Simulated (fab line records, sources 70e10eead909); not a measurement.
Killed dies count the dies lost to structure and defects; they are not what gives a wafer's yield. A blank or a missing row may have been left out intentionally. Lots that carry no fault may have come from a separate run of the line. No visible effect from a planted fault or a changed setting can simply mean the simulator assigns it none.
fab line records	flow nand-harc
[record] lots = 24	wafers = 72	last-day = 33
route steps=1302 shown A_CONTACT@1058 A_M0@1162 A_M1@1187 A_BONDPAD@1203
lots that met no fault: from a run of the same line without faults
start-h: hours from the record's opening day to when the first of the lot's shown wafers began	wait-h: hours elapsed since this lot's preceding step	" unchanged from the row above	L1.1+2: several wafers, shown together as one row	- value missing, or start not given	* or withheld: withheld	< > ~ a bound
route shown NAME@n: names a module that has steps shown in the file, with the first one's number in the route	usual: mean and standard deviation over wafers with no fault	same: alike in all rows	chamber/n: place in a boat	sites: the reading at each site	_std_site: standard deviation of those values	_edge_site: mean of outer sites minus mean of inner sites	radius-mm: how far each site lies from the wafer's centre	mask NAME#n: copy n	behind: the last tool/chamber to shape the wafer	hold: cause of the lot's hold/its duration in hours/its outcome	device: whichever transistor did not switch (one of n, p or np)	end of line: the same wafers' tests at the end of the route	a step without rows: its recipe alone	killed: dies lost to structure and defects at the first sort, not the wafer's yield	map: the dies of a wafer, with x for killed, . for not killed, _ for no die there
set.NAME: the setting the step ran with; set.NAME@STEP: the setting that earlier step ran with	model.NAME: the simulator's own value behind a step, which no gauge read
route steps across a sampled set of lots; one table per step, one row per wafer
services: the hour from which a tool's chamber was out of use, counted from the record's first day as start-h (under 0 if before that day), plus the number of hours and why
[[steps]]
[step NHARC_A_CONTACT_ETCH_97]
[recipe] target-depth-a = 200	over-etch-frac = 0.5	time-s = 10	ion-energy-ev = 250	c4f6-flow-sccm = 25	o2-flow-sccm = 20	ar-flow-sccm = 500	rf-w = 600	bias-w = 500	chemistry = C4F6/O2
[usual] drypump-motor-current-A = 5.9/0.36	o2-flow-sccm = 20.00/0.064	oes-product-au = 0.952/0.021	rf-vpp-V = 547/4.2	showerhead-plenum-p-Torr = 3.91/0.19	throttle-valve-pct = 26.903/0.0088
lot.wafer	tool	chamber	start-h	wait-h	drypump-motor-current-A	o2-flow-sccm	oes-product-au	rf-hours-counter-h	rf-vpp-V	showerhead-plenum-p-Torr	throttle-valve-pct
L074.3	rie-diel-09	3	-	-	5.7	20.01	0.999	0	542	3.66	26.911
L074.1	"	1	"	"	5.6	20.18	1.004	0	551	4.11	26.870
L074.6	"	3	"	"	5.7	20.00	1.008	-	542	3.66	26.906
L075.3	rie-diel-09	2	-	-	6.3	19.94	0.946	2	548	3.98	26.899
L075.6	"	3	"	"	5.7	20.04	0.939	-	542	3.66	26.900
L075.5	"	0	"	"	6.4	20.02	0.945	-	544	3.73	26.902
L076.3	rie-diel-09	3	-	-	5.7	19.96	0.945	3	541	3.66	26.905
L076.2	"	1	"	"	5.6	19.98	0.940	2	550	4.11	26.912
L076.4	"	2	"	"	6.3	20.01	0.938	2	548	3.98	26.907
L077.4	rie-diel-09	2	-	-	6.4	19.93	0.950	8	548	3.97	26.898
L077.3	"	3	"	"	5.7	19.94	0.963	8	542	3.65	26.912
L077.5	"	2	"	"	6.3	20.01	0.959	-	546	3.97	26.888
L078.3	rie-diel-09	2	-	-	6.4	20.01	0.943	8	548	3.97	26.906
L078.2	"	3	"	"	5.7	19.99	0.950	8	540	3.65	26.900
L078.6	"	2	"	"	6.4	20.13	0.954	-	548	3.97	26.892
L079.1	rie-diel-04	2	-	-	5.7	19.99	0.956	8	547	3.90	26.887
L079.2	"	0	"	"	5.6	19.98	0.942	8	553	4.22	26.918
L079.6	"	3	"	"	6.3	20.04	0.963	-	546	3.85	26.899
L080.1	rie-diel-09	3	-	-	5.7	19.99	0.942	13	541	3.65	26.911
L080.4	"	1	"	"	5.6	19.94	0.949	13	552	4.10	26.908
L080.5	"	2	"	"	6.3	19.99	0.928	-	548	3.97	26.901
L081.4	rie-diel-04	1	-	-	5.7	19.88	0.963	10	552	4.18	26.899
L081.1	"	0	"	"	5.6	20.00	0.959	11	553	4.22	26.913
L081.6	"	2	"	"	5.7	20.03	0.961	-	546	3.90	26.903
L082.2	rie-diel-04	0	585.43	0.2	5.6	20.05	1.006	13	553	4.22	26.893
L082.5	"	0	"	"	5.6	20.09	1.012	-	554	4.22	26.907
L082.6	"	1	"	"	5.7	19.96	0.995	-	552	4.18	26.894
L085.4	rie-diel-07	2	-	-	5.4	19.99	0.962	35	544	3.71	26.915
L085.1	"	3	"	"	5.5	19.99	0.951	38	546	3.88	26.893
L085.5	"	1	"	"	5.7	20.19	0.953	-	544	3.79	26.880
L084.3	rie-diel-09	1	603.91	0.1	5.6	19.97	0.958	20	550	4.10	26.902
L084.5	"	1	"	"	5.6	20.02	0.964	-	553	4.10	26.912
L084.4	"	3	"	"	5.7	20.03	0.954	-	542	3.65	26.890
L083.4	rie-diel-07	3	-	-	5.5	20.12	0.950	41	547	3.88	26.901
L083.2	"	1	"	"	5.7	19.89	0.926	42	542	3.79	26.896
L083.6	"	0	"	"	5.5	19.84	0.933	-	552	4.20	26.886
L086.4	rie-diel-04	2	-	-	5.6	20.06	0.929	26	546	3.89	26.918
L086.2	"	3	"	"	6.3	19.99	0.940	25	545	3.84	26.889
L086.3	"	0	"	"	5.6	20.01	0.946	24	551	4.21	26.917
L087.2	rie-diel-09	3	-	-	5.7	20.05	0.957	25	541	3.64	26.897
L087.4	"	0	"	"	6.4	19.89	0.941	21	543	3.72	26.912
L087.3	"	2	"	"	6.3	19.93	0.943	25	547	3.96	26.915
L088.3	rie-diel-09	2	-	-	6.4	20.04	0.944	27	548	3.96	26.917
L088.4	"	3	"	"	5.7	19.99	0.941	28	540	3.64	26.901
L088.6	"	1	"	"	5.7	20.10	0.949	-	551	4.09	26.897
L089.4	rie-diel-09	3	-	-	5.7	19.98	0.959	29	541	3.64	26.907
L089.6	"	3	"	"	5.7	20.02	0.955	-	539	3.64	26.906
L089.5	"	0	"	"	6.4	20.08	0.941	-	541	3.72	26.916
L090.1	rie-diel-09	3	-	-	5.7	19.94	0.935	29	541	3.64	26.904
L090.4	"	0	"	"	6.4	19.81	0.953	26	542	3.72	26.916
L090.6	"	3	"	"	5.7	20.02	0.943	-	540	3.64	26.899
L091.2	rie-diel-09	1	-	-	5.6	19.97	0.966	30	551	4.09	26.906
L091.3	"	2	"	"	6.4	20.01	0.944	30	548	3.96	26.919
L091.5	"	1	"	"	5.6	19.99	0.951	-	550	4.09	26.903
L092.3	rie-diel-04	2	-	-	5.7	19.94	0.935	47	545	3.88	26.905
L092.4	"	0	"	"	5.6	19.98	0.944	47	554	4.20	26.887
L092.5	"	2	"	"	5.7	20.00	0.937	-	547	3.88	26.915
L093.1	rie-diel-07	3	-	-	5.5	19.98	0.930	18	546	3.86	26.899
L093.3	"	1	"	"	5.7	19.98	0.948	17	545	3.76	26.898
L093.2	"	2	"	"	5.4	20.01	0.953	18	541	3.69	26.899
L095.3	rie-diel-07	0	723.09	0.1	5.5	19.94	0.953	20	552	4.18	26.900
L095.6	"	0	"	"	5.5	20.01	0.953	-	552	4.18	26.907
L095.5	"	1	"	"	5.7	19.99	0.946	-	543	3.76	26.903
L094.3	rie-diel-09	1	-	-	5.7	19.92	0.924	6	551	4.09	26.884
L094.2	"	2	"	"	6.4	19.86	0.942	7	546	3.95	26.907
L094.5	"	0	"	"	6.4	19.97	0.924	-	542	3.72	26.899
L097.3	rie-diel-09	3	-	-	5.7	20.03	0.943	13	555	4.22	26.904
L097.5	"	0	"	"	6.4	20.09	0.923	-	543	3.71	26.908
L097.6	"	1	"	"	5.6	20.12	0.928	-	549	4.09	26.900
L096.2	rie-diel-09	3	-	-	5.7	20.08	0.989	13	553	4.22	26.902
L096.3	"	1	"	"	5.6	20.02	0.993	10	551	4.08	26.910
L096.6	"	3	"	"	5.7	19.93	0.983	-	553	4.22	26.899
[step NHARC_A_M0_CMP_23]
[recipe] t-overpolish-s = 20	target-thk-nm = 113.75
[usual] edge-zone-pressure-frac = 1.000/0.0051	motor-current-A = 12.4/0.95	retaining-ring-pressure-frac = 1.001/0.0051	time-to-endpoint-s = 28.3/2.1
lot.wafer	tool	chamber	start-h	wait-h	edge-zone-pressure-frac	motor-current-A	retaining-ring-pressure-frac	time-to-endpoint-s
L074.1	cmp-01	2	525.61	-	1.000	11.7	1.001	28.8
L074.3	"	3	"	"	0.998	11.7	1.006	31.6
L074.6	"	3	"	"	1.002	12.2	0.997	31.1
L075.3	cmp-01	3	540.09	-	1.001	12.2	1.000	31.0
L075.6	"	2	"	"	0.998	12.2	1.006	30.1
L075.5	"	3	"	"	0.996	12.4	1.005	29.9
L076.2	cmp-02	2	540.48	-	0.997	11.9	1.002	25.8
L076.3	"	0	"	"	0.991	13.2	1.012	28.2
L076.4	"	1	"	"	1.001	12.1	1.000	25.1
L077.3	cmp-02	1	564.45	-	0.997	11.9	0.998	26.7
L077.4	"	2	"	"	0.999	10.9	0.998	26.9
L077.5	"	1	"	"	0.990	13.1	1.004	28.0
L078.2	cmp-01	3	566.18	-	0.992	12.4	0.996	30.1
L078.3	"	0	"	"	0.996	12.4	1.001	28.5
L078.6	"	2	"	"	0.986	12.8	1.002	29.0
L079.2	cmp-02	1	587.85	-	0.998	12.2	0.989	24.4
L079.1	"	2	"	"	0.994	11.8	1.002	25.4
L079.6	"	1	"	"	0.997	12.6	1.003	26.4
L080.1	cmp-03	2	594.24	-	1.003	12.0	0.994	29.1
L080.4	"	0	"	"	0.990	13.1	0.997	28.9
L080.5	"	1	"	"	1.011	13.9	1.002	31.9
L081.4	cmp-03	0	595.61	-	0.996	12.6	1.001	27.3
L081.1	"	1	"	"	1.002	14.2	0.999	27.2
L081.6	"	3	"	"	0.995	10.8	1.001	25.1
L082.2	cmp-02	2	601.77	-	1.007	11.6	0.998	27.7
L082.6	"	0	"	"	0.996	12.9	1.004	32.3
L082.5	"	1	"	"	0.998	12.5	1.004	30.8
L085.4	cmp-01	0	617.01	-	0.999	12.8	0.998	28.8
L085.1	"	2	"	"	1.000	12.4	0.993	26.2
L085.5	"	3	"	"	1.003	10.9	1.003	29.0
L084.4	cmp-03	1	622.32	-	0.996	14.0	0.997	28.6
L084.3	"	3	"	"	1.003	10.9	1.004	31.6
L084.5	"	0	"	"	1.001	13.3	1.011	27.0
L083.2	cmp-03	1	627.76	-	0.999	13.8	0.997	28.3
L083.4	"	2	"	"	1.000	12.4	1.007	27.3
L083.6	"	3	"	"	1.003	11.3	0.999	27.2
L086.4	cmp-03	1	643.63	-	1.004	13.4	1.003	29.3
L086.2	"	2	"	"	0.995	12.6	0.989	27.6
L086.3	"	0	"	"	1.006	13.3	1.001	26.2
L087.3	cmp-03	2	663.50	-	1.005	12.4	0.990	26.0
L087.2	"	3	"	"	0.994	11.1	1.003	28.9
L087.4	"	0	"	"	0.998	12.6	1.003	24.1
L088.4	cmp-01	2	674.44	-	1.001	12.5	1.006	32.0
L088.3	"	0	"	"	0.997	13.1	0.997	30.2
L088.6	"	2	"	"	1.005	11.9	1.000	31.0
L089.4	cmp-03	2	682.33	-	1.009	13.0	1.005	24.3
L089.6	"	2	"	"	1.010	12.5	1.003	24.5
L089.5	"	3	"	"	0.997	11.0	1.000	25.6
L090.4	cmp-02	2	684.21	-	1.004	11.2	1.000	29.0
L090.1	"	3	"	"	1.002	10.5	1.002	31.3
L090.6	"	1	"	"	1.007	12.8	1.004	28.4
L091.3	cmp-01	2	689.94	-	0.985	11.9	0.993	24.3
L091.2	"	0	"	"	1.004	11.9	1.003	24.4
L091.5	"	2	"	"	0.997	12.4	0.993	27.6
L092.3	cmp-03	3	710.04	-	1.006	11.8	1.004	28.1
L092.4	"	0	"	"	1.003	13.2	1.005	24.9
L092.5	"	1	"	"	1.001	13.9	1.001	27.5
L093.1	cmp-03	0	716.84	-	1.000	12.5	1.000	29.2
L093.2	"	1	"	"	0.995	14.1	0.995	28.4
L093.3	"	2	"	"	0.996	12.6	1.004	26.2
L095.3	cmp-03	0	741.11	-	1.007	13.5	1.004	30.3
L095.5	"	0	"	"	1.001	12.5	1.005	25.4
L095.6	"	1	"	"	0.991	14.6	1.003	29.5
L094.3	cmp-02	2	742.66	-	0.999	11.3	0.998	24.4
L094.2	"	3	"	"	1.007	10.2	1.004	28.4
L094.5	"	2	"	"	1.004	11.6	0.999	26.6
L097.3	cmp-01	1	761.76	-	1.003	11.8	0.999	30.0
L097.5	"	0	"	"	1.001	13.3	1.006	29.8
L097.6	"	1	"	"	0.995	12.0	1.003	31.9
L096.3	cmp-01	1	762.66	-	1.001	12.3	1.003	27.5
L096.2	"	3	"	"	0.994	11.8	0.999	27.7
L096.6	"	1	"	"	1.009	12.1	0.998	27.4
[step NHARC_A_M1_ETCH_28]
[recipe] target-depth-a = 300	over-etch-frac = 0.3	time-s = 72.99	ion-energy-ev = 150	cf4-flow-sccm = 50	n2-flow-sccm = 100	ar-flow-sccm = 150	rf-w = 300	bias-w = 100	chemistry = CF4/N2
[usual] drypump-motor-current-A = 5.6/0.42	oes-product-au = 1.000/0.0077	rf-vpp-V = 315.1/2.2	showerhead-plenum-p-Torr = 2.69/0.12	throttle-valve-pct = 19.793/0.0089
lot.wafer	tool	chamber	start-h	wait-h	drypump-motor-current-A	oes-product-au	rf-hours-counter-h	rf-vpp-V	showerhead-plenum-p-Torr	throttle-valve-pct
L074.1	rie-diel-02	1	-	-	5.4	0.997	7	317.4	2.80	19.793
L074.3	"	2	"	"	5.8	1.000	7	317.6	2.82	19.783
L074.6	"	2	"	"	5.8	1.000	-	317.7	2.81	19.789
L075.3	rie-diel-13	3	-	-	6.3	0.994	1	316.7	2.73	19.801
L075.6	"	3	"	"	6.3	0.999	-	315.3	2.72	19.792
L075.5	"	0	"	"	6.5	1.011	-	313.3	2.68	19.817
L076.4	rie-diel-02	3	-	-	4.9	0.990	8	315.8	2.73	19.791
L076.2	"	1	"	"	5.4	0.996	8	316.1	2.80	19.805
L076.3	"	2	"	"	5.8	0.993	8	318.4	2.81	19.786
L077.4	rie-diel-13	0	-	-	6.5	1.004	1	313.7	2.68	19.781
L077.3	"	2	"	"	5.1	0.996	1	313.5	2.61	19.799
L077.5	"	0	"	"	6.5	1.013	-	316.7	2.68	19.798
L078.2	rie-diel-06	2	-	-	5.1	1.005	4	311.0	2.46	19.791
L078.3	"	1	"	"	5.8	1.004	4	316.6	2.80	19.809
L078.6	"	2	"	"	5.2	0.993	-	311.7	2.46	19.779
L079.2	rie-diel-02	2	-	-	5.8	0.991	1	317.0	2.81	19.801
L079.1	"	3	"	"	5.0	0.998	1	315.3	2.73	19.791
L079.6	"	3	"	"	5.0	1.003	-	315.3	2.73	19.799
L080.1	rie-diel-13	1	-	-	5.6	0.996	2	317.3	2.77	19.805
L080.4	"	2	"	"	5.1	1.012	2	314.2	2.61	19.796
L080.5	"	1	"	"	5.6	0.998	-	317.5	2.77	19.790
L081.4	rie-diel-06	1	-	-	5.8	0.995	5	317.2	2.80	19.798
L081.1	"	2	"	"	5.1	0.996	6	310.7	2.46	19.792
L081.6	"	0	"	"	5.6	1.010	-	311.5	2.46	19.796
L082.2	rie-diel-06	1	-	-	5.8	0.997	7	317.3	2.80	19.794
L082.5	"	0	"	"	5.5	1.004	-	309.9	2.46	19.786
L082.6	"	1	"	"	5.8	0.996	-	316.9	2.80	19.791
L085.1	rie-diel-02	2	-	-	5.8	0.998	2	317.5	2.81	19.801
L085.4	"	0	"	"	5.8	1.004	3	313.3	2.63	19.797
L085.5	"	2	"	"	5.8	0.990	-	316.7	2.81	19.779
L084.3	rie-diel-06	0	-	-	5.5	1.023	8	311.1	2.46	19.788
L084.4	"	1	"	"	5.8	1.017	8	317.8	2.80	19.783
L084.5	"	3	"	"	6.0	1.005	-	315.1	2.68	19.793
L083.2	rie-diel-13	3	-	-	6.3	0.998	3	315.4	2.72	19.780
L083.6	"	2	"	"	5.1	1.004	-	314.8	2.61	19.798
L083.4	"	3	"	"	6.3	0.993	-	315.4	2.72	19.794
L086.2	rie-diel-13	1	-	-	5.6	0.986	3	318.3	2.77	19.793
L086.4	"	3	"	"	6.3	0.999	3	316.5	2.72	19.792
L086.3	"	0	"	"	6.5	1.002	3	314.7	2.68	19.807
L087.4	rie-diel-02	1	-	-	5.4	1.006	6	316.6	2.80	19.782
L087.2	"	2	"	"	5.8	0.989	5	318.4	2.81	19.795
L087.3	"	0	"	"	5.8	1.001	5	316.4	2.63	19.797
L088.4	rie-diel-02	2	-	-	5.8	0.990	7	315.2	2.81	19.781
L088.3	"	3	"	"	4.9	1.008	7	315.6	2.73	19.789
L088.6	"	1	"	"	5.4	0.994	-	317.3	2.80	19.812
L089.4	rie-diel-06	0	-	-	5.6	0.995	1	311.1	2.46	19.790
L089.5	"	2	"	"	5.1	1.011	-	312.3	2.46	19.777
L089.6	"	3	"	"	6.0	0.993	-	314.8	2.68	19.777
L090.4	rie-diel-06	2	-	-	5.1	1.003	1	310.9	2.46	19.792
L090.1	"	3	"	"	6.0	1.000	1	313.7	2.68	19.792
L090.6	"	1	"	"	5.7	1.014	-	318.2	2.79	19.782
L091.2	rie-diel-02	0	-	-	5.8	1.013	8	312.5	2.63	19.781
L091.3	"	2	"	"	5.8	0.993	8	318.5	2.81	19.798
L091.5	"	0	"	"	5.8	1.002	-	314.4	2.63	19.808
L092.3	rie-diel-13	1	-	-	5.6	0.994	0	315.6	2.77	19.799
L092.5	"	0	"	"	6.5	0.989	-	315.3	2.67	19.811
L092.4	"	1	"	"	5.6	0.995	-	316.5	2.77	19.797
L093.1	rie-diel-06	0	-	-	5.6	0.997	2	310.3	2.46	19.796
L093.2	"	2	"	"	5.2	1.010	2	310.8	2.46	19.786
L093.3	"	3	"	"	6.0	0.998	2	315.2	2.68	19.787
L095.3	rie-diel-02	2	-	-	5.8	0.987	11	314.9	2.81	19.784
L095.5	"	2	"	"	5.8	0.995	-	318.1	2.81	19.797
L095.6	"	3	"	"	4.9	0.992	-	315.7	2.72	19.803
L094.3	rie-diel-02	2	-	-	5.8	0.988	12	317.0	2.81	19.800
L094.2	"	0	"	"	5.8	0.983	12	313.2	2.63	19.796
L094.5	"	2	"	"	5.8	0.986	-	316.8	2.81	19.804
L097.3	rie-diel-06	0	-	-	5.6	0.997	5	311.2	2.46	19.811
L097.5	"	2	"	"	5.1	1.009	-	310.9	2.46	19.804
L097.6	"	3	"	"	6.0	1.008	-	315.2	2.67	19.789
L096.2	rie-diel-02	2	-	-	5.7	0.995	1	316.7	2.81	19.800
L096.3	"	3	"	"	5.0	0.999	0	316.0	2.72	19.801
L096.6	"	0	"	"	5.8	0.996	-	313.6	2.63	19.778
[step NHARC_A_M1_DEGAS_29]
[recipe] temp-c = 250	time-s = 60
[usual] heater-power-w = 334/23
lot.wafer	tool	chamber	start-h	wait-h	heater-power-w
L074.1	pvd-sputter-02	-	528.67	-	342
L074.3	"	-	"	"	345
L074.6	"	-	"	"	314
L075.3	pvd-sputter-01	-	543.15	-	365
L075.6	"	-	"	"	313
L075.5	"	-	"	"	389
L076.3	pvd-sputter-03	-	543.41	-	332
L076.2	"	-	"	"	358
L076.4	"	-	"	"	310
L077.3	pvd-sputter-03	-	567.41	-	344
L077.4	"	-	"	"	331
L077.5	"	-	"	"	349
L078.3	pvd-sputter-02	-	569.36	-	332
L078.2	"	-	"	"	309
L078.6	"	-	"	"	337
L079.1	pvd-sputter-03	-	590.92	-	350
L079.2	"	-	"	"	371
L079.6	"	-	"	"	308
L080.1	pvd-sputter-02	-	597.25	-	308
L080.4	"	-	"	"	334
L080.5	"	-	"	"	335
L081.1	pvd-sputter-01	-	598.54	-	298
L081.4	"	-	"	"	386
L081.6	"	-	"	"	330
L082.2	pvd-sputter-02	-	604.78	-	330
L082.6	"	-	"	"	334
L082.5	"	-	"	"	313
L085.4	pvd-sputter-03	-	620.06	-	307
L085.1	"	-	"	"	337
L085.5	"	-	"	"	355
L084.3	pvd-sputter-02	-	625.43	-	339
L084.4	"	-	"	"	339
L084.5	"	-	"	"	345
L083.2	pvd-sputter-02	-	630.88	-	339
L083.4	"	-	"	"	340
L083.6	"	-	"	"	305
L086.4	pvd-sputter-01	-	646.55	-	382
L086.2	"	-	"	"	336
L086.3	"	-	"	"	387
L087.4	pvd-sputter-01	-	666.56	-	376
L087.2	"	-	"	"	330
L087.3	"	-	"	"	303
L088.4	pvd-sputter-01	-	678.17	-	330
L088.3	"	-	"	"	376
L088.6	"	-	"	"	295
L089.4	pvd-sputter-01	-	685.88	-	299
L089.6	"	-	"	"	295
L089.5	"	-	"	"	391
L090.1	pvd-sputter-02	-	687.40	-	338
L090.4	"	-	"	"	307
L090.6	"	-	"	"	337
L091.3	pvd-sputter-02	-	693.00	-	323
L091.2	"	-	"	"	336
L091.5	"	-	"	"	309
L092.4	pvd-sputter-02	-	713.05	-	308
L092.3	"	-	"	"	333
L092.5	"	-	"	"	307
L093.3	pvd-sputter-02	-	720.04	-	328
L093.2	"	-	"	"	329
L093.1	"	-	"	"	310
L095.3	pvd-sputter-02	-	744.04	-	328
L095.6	"	-	"	"	330
L095.5	"	-	"	"	339
L094.3	pvd-sputter-02	-	745.87	-	337
L094.2	"	-	"	"	331
L094.5	"	-	"	"	309
L097.3	pvd-sputter-02	-	764.83	-	306
L097.6	"	-	"	"	326
L097.5	"	-	"	"	331
L096.3	pvd-sputter-02	-	765.77	-	338
L096.2	"	-	"	"	311
L096.6	"	-	"	"	340
[step NHARC_A_BONDPAD_CMP_29]
[recipe] target-thk-nm = 200	material = SiCN
[usual] edge-zone-pressure-frac = 0.999/0.0055	motor-current-A = 12.4/0.77	retaining-ring-pressure-frac = 1.000/0.0051
lot.wafer	tool	chamber	start-h	wait-h	edge-zone-pressure-frac	motor-current-A	retaining-ring-pressure-frac
L074.3	cmp-01	0	531.38	-	1.000	12.2	1.008
L074.1	"	1	"	"	1.000	11.8	0.998
L074.6	"	2	"	"	0.994	11.9	0.998
L075.3	cmp-01	1	545.97	-	1.002	12.2	0.995
L075.5	"	0	"	"	0.998	12.2	1.007
L075.6	"	1	"	"	0.996	12.2	0.996
L076.4	cmp-03	1	546.21	-	0.995	13.5	1.008
L076.3	"	2	"	"	0.991	12.9	1.002
L076.2	"	0	"	"	0.997	12.5	0.999
L077.3	cmp-01	1	570.19	0.3	0.999	12.0	0.997
L077.4	"	3	"	"	1.010	12.1	0.999
L077.5	"	1	"	"	1.008	11.3	0.999
L078.3	cmp-01	1	572.19	-	1.006	12.6	1.012
L078.2	"	2	"	"	0.991	12.3	1.008
L078.6	"	2	"	"	0.992	12.4	1.006
L079.1	cmp-01	2	593.57	-	0.994	12.3	1.003
L079.2	"	0	"	"	1.002	12.8	1.006
L079.6	"	3	"	"	0.993	12.0	1.004
L080.1	cmp-03	3	599.94	-	1.002	11.0	1.008
L080.4	"	1	"	"	0.989	13.8	1.004
L080.5	"	3	"	"	0.998	11.8	1.003
L081.1	cmp-01	2	601.18	-	0.995	12.2	0.999
L081.4	"	1	"	"	1.008	11.5	1.002
L081.6	"	2	"	"	0.993	13.2	0.998
L082.2	cmp-04	1	607.53	-	0.997	12.8	1.003
L082.5	"	3	"	"	0.994	12.2	1.003
L082.6	"	0	"	"	0.998	12.4	0.992
L085.1	cmp-04	3	622.78	-	0.998	12.5	1.011
L085.4	"	1	"	"	1.000	12.6	1.002
L085.5	"	3	"	"	0.998	12.8	1.010
L084.3	cmp-01	1	628.09	-	1.003	11.9	1.000
L084.4	"	0	"	"	1.007	12.5	1.002
L084.5	"	1	"	"	0.997	12.3	1.007
L083.2	cmp-03	0	633.53	-	1.006	13.1	0.990
L083.4	"	1	"	"	1.005	13.9	0.999
L083.6	"	1	"	"	1.005	14.4	1.003
L086.3	cmp-01	1	649.43	-	1.003	11.9	0.996
L086.4	"	2	"	"	0.996	12.5	0.999
L086.2	"	3	"	"	1.001	12.3	0.994
L087.2	cmp-04	0	669.27	-	0.995	12.8	1.000
L087.4	"	1	"	"	0.996	12.6	0.994
L087.3	"	2	"	"	0.997	12.0	1.008
L088.3	cmp-03	0	680.83	-	1.004	13.7	1.007
L088.4	"	1	"	"	1.005	14.4	0.986
L088.6	"	0	"	"	0.998	13.1	1.007
L089.4	cmp-01	0	688.59	-	1.000	12.6	1.000
L089.5	"	2	"	"	1.006	11.8	0.999
L089.6	"	3	"	"	1.003	12.1	1.007
L090.4	cmp-03	2	690.13	-	0.999	12.2	1.010
L090.1	"	0	"	"	1.001	13.3	0.993
L090.6	"	1	"	"	0.998	14.4	0.995
L091.3	cmp-03	1	695.80	-	0.994	13.5	0.999
L091.2	"	2	"	"	1.002	12.8	1.001
L091.5	"	0	"	"	1.000	13.3	1.000
L092.4	cmp-03	0	715.83	-	1.005	12.9	1.003
L092.3	"	1	"	"	1.005	13.4	0.999
L092.5	"	2	"	"	0.997	12.3	1.000
L093.2	cmp-03	2	722.76	-	0.998	12.2	1.001
L093.3	"	3	"	"	0.999	11.1	1.000
L093.1	"	0	"	"	0.999	12.8	1.002
L095.3	cmp-04	1	746.79	-	1.003	12.1	0.993
L095.5	"	1	"	"	1.000	12.8	0.997
L095.6	"	2	"	"	0.998	12.5	1.002
L094.3	cmp-04	1	748.55	-	1.001	12.7	1.006
L094.2	"	2	"	"	0.999	12.0	0.997
L094.5	"	1	"	"	1.002	12.1	1.002
L097.3	cmp-01	3	767.48	-	1.013	11.4	1.001
L097.6	"	3	"	"	1.008	12.2	0.999
L097.5	"	0	"	"	1.004	12.9	1.004
L096.3	cmp-03	2	768.53	-	0.998	12.7	1.005
L096.2	"	1	"	"	1.010	13.5	0.996
L096.6	"	2	"	"	1.005	12.8	1.000
[step NHARC_A_BONDPAD_CD_MEAS_09]
[recipe] target-cd-nm = 500	landing-energy-ev = 500
[usual] cd-nm = 500.1/1.4
lot.wafer	tool	chamber	start-h	wait-h	cd-nm
L074.1	cd-sem-01	0	532.14	-	497.9
L074.3	"	0	"	"	501.4
L074.6	"	0	"	"	498.8
L075.3	cd-sem-01	0	546.76	-	499.6
L075.5	"	0	"	"	498.5
L075.6	"	0	"	"	501.8
L076.2	cd-sem-03	0	547.02	-	498.2
L076.3	"	0	"	"	499.2
L076.4	"	0	"	"	500.5
L077.3	cd-sem-03	0	571.01	-	502.5
L077.4	"	0	"	"	501.3
L077.5	"	0	"	"	502.5
L078.2	cd-sem-02	0	572.89	-	501.3
L078.3	"	0	"	"	500.7
L078.6	"	0	"	"	500.3
L079.1	cd-sem-03	0	594.29	-	501.2
L079.2	"	0	"	"	499.4
L079.6	"	0	"	"	501.7
L080.1	cd-sem-01	0	600.66	-	499.7
L080.4	"	0	"	"	502.5
L080.5	"	0	"	"	502.6
L081.1	cd-sem-01	0	601.87	-	500.3
L081.4	"	0	"	"	501.4
L081.6	"	0	"	"	501.4
L082.2	cd-sem-02	0	608.32	-	498.9
L082.5	"	0	"	"	498.0
L082.6	"	0	"	"	497.3
L085.1	cd-sem-01	0	623.59	-	502.7
L085.4	"	0	"	"	499.6
L085.5	"	0	"	"	500.5
L084.3	cd-sem-02	0	628.91	-	499.2
L084.4	"	0	"	"	498.7
L084.5	"	0	"	"	499.8
L083.2	cd-sem-03	0	634.35	-	499.8
L083.4	"	0	"	"	502.5
L083.6	"	0	"	"	498.4
L086.2	cd-sem-02	0	650.10	-	499.0
L086.3	"	0	"	"	501.3
L086.4	"	0	"	"	500.4
L087.2	cd-sem-02	0	669.94	-	498.2
L087.3	"	0	"	"	498.4
L087.4	"	0	"	"	499.1
L088.3	cd-sem-03	0	681.52	-	498.4
L088.4	"	0	"	"	498.5
L088.6	"	0	"	"	499.0
L089.4	cd-sem-03	0	689.24	-	501.7
L089.5	"	0	"	"	498.5
L089.6	"	0	"	"	499.1
L090.1	cd-sem-03	0	690.92	-	498.3
L090.4	"	0	"	"	498.5
L090.6	"	0	"	"	496.2
L091.2	cd-sem-01	0	696.56	-	502.5
L091.3	"	0	"	"	501.6
L091.5	"	0	"	"	502.0
L092.3	cd-sem-03	0	716.48	-	501.3
L092.4	"	0	"	"	500.9
L092.5	"	0	"	"	501.7
L093.1	cd-sem-01	0	723.55	-	500.5
L093.2	"	0	"	"	501.2
L093.3	"	0	"	"	500.1
L095.3	cd-sem-01	0	747.49	-	498.3
L095.5	"	0	"	"	500.2
L095.6	"	0	"	"	500.3
L094.2	cd-sem-02	0	749.34	-	500.7
L094.3	"	0	"	"	499.0
L094.5	"	0	"	"	499.9
L097.3	cd-sem-01	0	768.32	-	500.8
L097.5	"	0	"	"	501.8
L097.6	"	0	"	"	501.6
L096.2	cd-sem-03	0	769.35	-	500.1
L096.3	"	0	"	"	499.2
L096.6	"	0	"	"	500.8
[[services]]
tool	chamber	start-h	hours	kind
cmp-01	-	487.98	4.0	pm
rie-diel-09	-	497.44	9.0	pm
rie-diel-02	1	498.64	16.3	repair
pvd-sputter-02	-	505.00	23.0	repair
cmp-01	-	519.95	3.2	repair
cmp-03	-	521.72	1.3	repair
cmp-01	-	524.38	0.6	repair
rie-diel-02	-	537.75	0.9	repair
pvd-sputter-02	-	540.03	2.4	repair
cmp-03	-	554.10	4.0	pm
rie-diel-02	-	570.70	9.0	pm
cmp-01	-	585.98	4.0	pm
rie-diel-02	1	591.88	3.3	repair
rie-diel-09	-	626.52	6.0	repair
pvd-sputter-02	-	626.80	3.5	repair
rie-diel-09	2	648.15	3.2	repair
cmp-03	-	652.10	4.0	pm
pvd-sputter-02	-	658.26	10.0	pm
cmp-01	-	668.25	1.4	repair
rie-diel-02	2	670.51	1.2	repair
cmp-01	-	683.99	4.0	pm
cmp-03	-	705.61	1.5	repair
cmp-01	-	743.78	1.1	repair
cmp-03	-	750.10	4.0	pm
[[key]]
fault none
